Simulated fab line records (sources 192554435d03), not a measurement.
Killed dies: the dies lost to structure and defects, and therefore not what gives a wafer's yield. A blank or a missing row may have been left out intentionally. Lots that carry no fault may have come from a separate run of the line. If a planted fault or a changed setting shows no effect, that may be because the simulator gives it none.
Chamber matching	flow n5_finfet	N5_MOL_CONTACT_COAG_ETCH_89 on rie_diel-06: 4 sister chambers
The step etches underlayer in N2/H2, target depth 13 nm, time 10.4 s. 18 wafers are shown with their chamber, then 9 later ones without.

== WAFERS, EACH WITH ITS CHAMBER ==
wafer	chamber	drypump_motor_current_A (A)	showerhead_plenum_p_Torr (Torr)	etch_rf_on_time_s (s)
L075.1	2	5.8	2.59	9.5
L075.4	3	5.1	2.49	10.6
L075.6	0	5.2	2.63	10.4
L079.2	1	6.4	2.72	10.2
L079.4	2	5.8	2.59	9.4
L079.5	2	5.8	2.58	9.5
L080.1	2	5.8	2.58	9.4
L080.4	0	5.2	2.63	10.5
L080.5	0	5.1	2.63	10.6
L082.1	1	6.4	2.72	10.2
L082.3	0	5.2	2.63	10.7
L082.4	3	5.0	2.49	10.7
L087.2	0	5.2	2.62	10.5
L087.4	1	6.4	2.71	10.1
L087.6	1	6.4	2.71	10.2
L088.2	3	5.1	2.48	10.5
L088.4	0	5.2	2.62	10.5
L088.6	2	5.8	2.58	9.5

SIGNATURES (means of the wafers above)
reading	chamber 0	chamber 1	chamber 2	chamber 3	scatter within a chamber
drypump_motor_current_A	5.183	6.400	5.800	5.067	0.0327
showerhead_plenum_p_Torr	2.6267	2.7150	2.5840	2.4867	0.00548
etch_rf_on_time_s	10.533	10.175	9.460	10.600	0.0814
Rule: a wafer's distance from a chamber is the root of the sum, over the readings, of the square of ((its reading less the chamber's mean) divided by the reading's scatter). The wafer belongs to the nearest chamber; if the next one is less than 2 further off, it can't be placed. How the scatter is found: for the shown wafers, subtract from each reading the mean of its chamber, square and add these, divide the total by (wafers less chambers), then take the root.

== WAFERS MISSING THEIR CHAMBER ==
wafer	drypump_motor_current_A (A)	showerhead_plenum_p_Torr (Torr)	etch_rf_on_time_s (s)
L090.2	5.1	2.48	10.7
L090.3	6.4	2.71	10.1
L090.5	5.9	2.58	9.4
L094.2	5.8	2.57	9.5
L094.4	6.3	2.71	10.0
L094.5	5.2	2.62	10.4
L095.1	6.3	2.70	10.1
L095.2	5.1	2.47	10.6
L095.3	5.8	2.57	9.4

== THE CHAMBER EACH PASSED THROUGH ==
wafer	from the rows above	in truth
L090.2	3	3
L090.3	1	1
L090.5	2	2
L094.2	2	2
L094.4	1	1
L094.5	0	0
L095.1	1	1
L095.2	3	3
L095.3	2	2
Correctly placed: 9 of 9. Not placeable from these rows: 0. 0 placed wrongly.
